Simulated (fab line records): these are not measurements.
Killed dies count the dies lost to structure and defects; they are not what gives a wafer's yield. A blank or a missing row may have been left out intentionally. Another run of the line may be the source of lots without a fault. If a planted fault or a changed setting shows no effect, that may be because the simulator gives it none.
Chamber matching :: flow nandHarc :: NHARC_A_STAIRCASE_STRIP_476 on rieDiel-01 has 4 sister chambers
The step strips in O2, time 20 s. 4 wafers are shown with their chamber, then 7 later ones without.

WAFERS, EACH WITH ITS CHAMBER
wafer: L081.5
chamber: 1
showerheadPlenumPTorr (Torr): 3.55

wafer: L083.6
chamber: 3
showerheadPlenumPTorr (Torr): 3.73

wafer: L082.2
chamber: 0
showerheadPlenumPTorr (Torr): 3.76

wafer: L082.4
chamber: 2
showerheadPlenumPTorr (Torr): 3.48

WAFERS WHOSE CHAMBER IS MISSING
wafer: L082.5
showerheadPlenumPTorr (Torr): 3.76

wafer: L087.3
showerheadPlenumPTorr (Torr): 3.72

wafer: L087.5
showerheadPlenumPTorr (Torr): 3.75

wafer: L087.6
showerheadPlenumPTorr (Torr): 3.55

wafer: L091.3
showerheadPlenumPTorr (Torr): 3.54

wafer: L091.4
showerheadPlenumPTorr (Torr): 3.71

wafer: L091.5
showerheadPlenumPTorr (Torr): 3.54

WHICH CHAMBER EACH WENT THROUGH
wafer: L082.5
from the rows above: 0
in truth: 0

wafer: L087.3
from the rows above: 3
in truth: 3

wafer: L087.5
from the rows above: can't be placed: 0 or 3
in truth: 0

wafer: L087.6
from the rows above: 1
in truth: 1

wafer: L091.3
from the rows above: 1
in truth: 1

wafer: L091.4
from the rows above: 3
in truth: 3

wafer: L091.5
from the rows above: 1
in truth: 1
Correctly placed: 6 of 7. Cannot be placed on the basis of these rows: 1; the candidates contain the true chamber in 1. Number placed wrongly: 0.
How it was worked out, from the rows above alone: a wafer's distance from a chamber is the root of the sum, over the readings, of the square of ((its reading less the chamber's mean) divided by the reading's scatter). If the next closest chamber is less than 2 further off than the closest, the wafer can't be placed; otherwise it belongs to the closest. Each chamber's mean is taken over the wafers shown for it. The scatter: root of mean squared gap, hidden wafer to nearest shown wafer, with one shown wafer a chamber.
